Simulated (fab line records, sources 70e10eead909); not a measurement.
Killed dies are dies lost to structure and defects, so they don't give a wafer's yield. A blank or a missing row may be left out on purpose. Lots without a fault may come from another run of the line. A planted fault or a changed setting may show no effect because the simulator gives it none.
Problem report in the 8D (eight disciplines) form, filled by code | flow nand_harc | the parts of the form that need people (team, actions taken, sign-off) are left out

1. THE PROBLEM
run_length_s at NHARC_A_M0_ETCH_15 reads a mean of 90.1 s on 2 wafers of 1 lot; wafers without a fault read 103.4 s with a standard deviation of 0.48. That is -28 standard deviations from the usual mean.
The step: etches the open film in C4F8/Ar, target depth 150 nm, overetch 15 nm, time 82.5 s.
First seen on wafer L351.3, day 32 10:44, on rie_diel-05. The record holds 39 wafers of 13 lots with a number at this step. Rule for "out", or "out of limits": more than 4 standard deviations from the usual mean. The other wafers with a number count as sound.

2. WHAT IT IS AND WHAT IT IS NOT
question                    | is                | is not
which readings at this step | run_length_s      | oes_product_au, rf_vpp_V
which lots                  | L351              | L328, L329, L330, L332, L333, L334, L335, L336, L337, L341, L342, L343
which wafers of those lots  | L351.2, L351.3    | L351.4
read on which tools         | rie_diel-05       | rie_diel-06, rie_diel-08
when                        | from day 32 10:44 | up to then (37 sound wafers)

3. SUSPECTS, AND WHAT RULES EACH OUT
Counting: a tool at a process step up to the reading stays a suspect if it ran every lot that is out. Sound lots after the first of them don't rule it out here, since some wafers of a struck lot are sound.
- pvd_sputter-01 at NHARC_A_BLC_DEGAS_30 (time 60 s): kept. It ran the lot that is out, L351 (day 32 07:55); its last sound lot up to then is L336 (day 25 21:41).
- rie_diel-05 at NHARC_A_M0_DESCUM_14 (chemistry O2, time 3 s): kept. It ran the lot that is out, L351 (day 32 10:34); its last sound lot up to then is L342 (day 28 18:40).
- rie_diel-05 at NHARC_A_M0_ETCH_34 (etches the open film in N2/H2, target depth 40 nm, overetch 12 nm, time 43.94 s): kept. It ran the lot that is out, L351 (day 32 10:39); its last sound lot up to then is L342 (day 28 18:46).
- rie_diel-05 at NHARC_A_M0_ETCH_15 (etches the open film in C4F8/Ar, target depth 150 nm, overetch 15 nm, time 82.5 s): kept. It ran the lot that is out, L351 (day 32 10:44); its last sound lot up to then is L342 (day 28 18:52). Its own readings are out on those wafers: run_length_s.
- Within rie_diel-05 at NHARC_A_M0_DESCUM_14: the wafers that are out ran in chambers 1, 2; their sound lot-mates ran in chamber 3.
- Within rie_diel-05 at NHARC_A_M0_ETCH_34: the wafers that are out ran in chambers 1, 3; their sound lot-mates ran in chamber 2.
- Within rie_diel-05 at NHARC_A_M0_ETCH_15: the wafers that are out ran in chambers 0, 2; their sound lot-mates ran in chamber 1.
Left after counting: pvd_sputter-01 at NHARC_A_BLC_DEGAS_30, rie_diel-05 at NHARC_A_M0_DESCUM_14, rie_diel-05 at NHARC_A_M0_ETCH_34, rie_diel-05 at NHARC_A_M0_ETCH_15.

4. THE CAUSE (what the simulator had put in)
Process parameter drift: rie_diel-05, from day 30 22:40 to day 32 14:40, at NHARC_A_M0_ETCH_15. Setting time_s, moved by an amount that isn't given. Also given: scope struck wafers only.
Counting left 4 suspects, and this tool is among them.

5. THE CHAIN OF EFFECTS, in route order
Each row: a reading whose mean over the struck wafers that have a number lies more than 3 standard deviations from the usual. Only readings for which the record gives a usual standard deviation are gone through. hours: the time from each lot's start at the first step in this table that gives one to its start at this step, as a median over the lots. sigmas: the change in usual standard deviations.
hours | step               | reading      | usual   | on struck wafers | change | sigmas
0     | NHARC_A_M0_ETCH_15 | run_length_s | 103.4 s | 90.1             | -13.3  | -28
The process steps in it:
- NHARC_A_M0_ETCH_15: etches the open film in C4F8/Ar, target depth 150 nm, overetch 15 nm, time 82.5 s.

6. WHAT WOULD HAVE CAUGHT IT SOONER
In this record the first reading out of limits was taken at day 32 10:44, 36 hours after the fault began at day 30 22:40.
